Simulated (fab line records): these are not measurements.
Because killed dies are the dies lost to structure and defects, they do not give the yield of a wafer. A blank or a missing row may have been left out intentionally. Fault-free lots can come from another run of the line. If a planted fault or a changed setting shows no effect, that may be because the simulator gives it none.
Chamber matching -- flow nand-harc -- NHARC_A_BONDPAD_STRIP_15 on rie-diel-01 has 4 sister chambers
The step strips in O2. 4 wafers are shown with their chamber, then 7 later ones without.

WAFERS WITH THEIR CHAMBER
wafer,chamber,drypump-motor-current-A (A)
L809.3,1,5.4
L810.1,0,6.0
L814.2,3,6.3
L814.3,2,5.4

WAFERS WITHOUT THEIR CHAMBER
wafer,drypump-motor-current-A (A)
L814.6,6.2
L817.1,6.2
L817.4,5.4
L817.6,6.2
L823.2,5.4
L823.4,6.0
L823.6,6.3

THE CHAMBER EACH PASSED THROUGH
wafer,from the rows above,in truth
L814.6,can't be placed: 3 or 0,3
L817.1,can't be placed: 3 or 0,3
L817.4,can't be placed: 1 or 2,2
L817.6,can't be placed: 3 or 0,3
L823.2,can't be placed: 1 or 2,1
L823.4,0,0
L823.6,3,3
2 of 7 placed correctly. From these rows, 5 cannot be placed; in 5 the true chamber is one of the candidates. Placed wrongly: 0.
How it was worked out, from the rows above alone: a wafer's distance from a chamber is the root of the sum, over the readings, of the square of ((its reading less the chamber's mean) divided by the reading's scatter). The wafer belongs to the nearest chamber; if the next one is less than 2 further off, it can't be placed. The mean given for a chamber averages the wafers shown for that chamber. The scatter: with one shown wafer a chamber, the root of the mean of the squares of how far each hidden wafer lies from its nearest shown one.
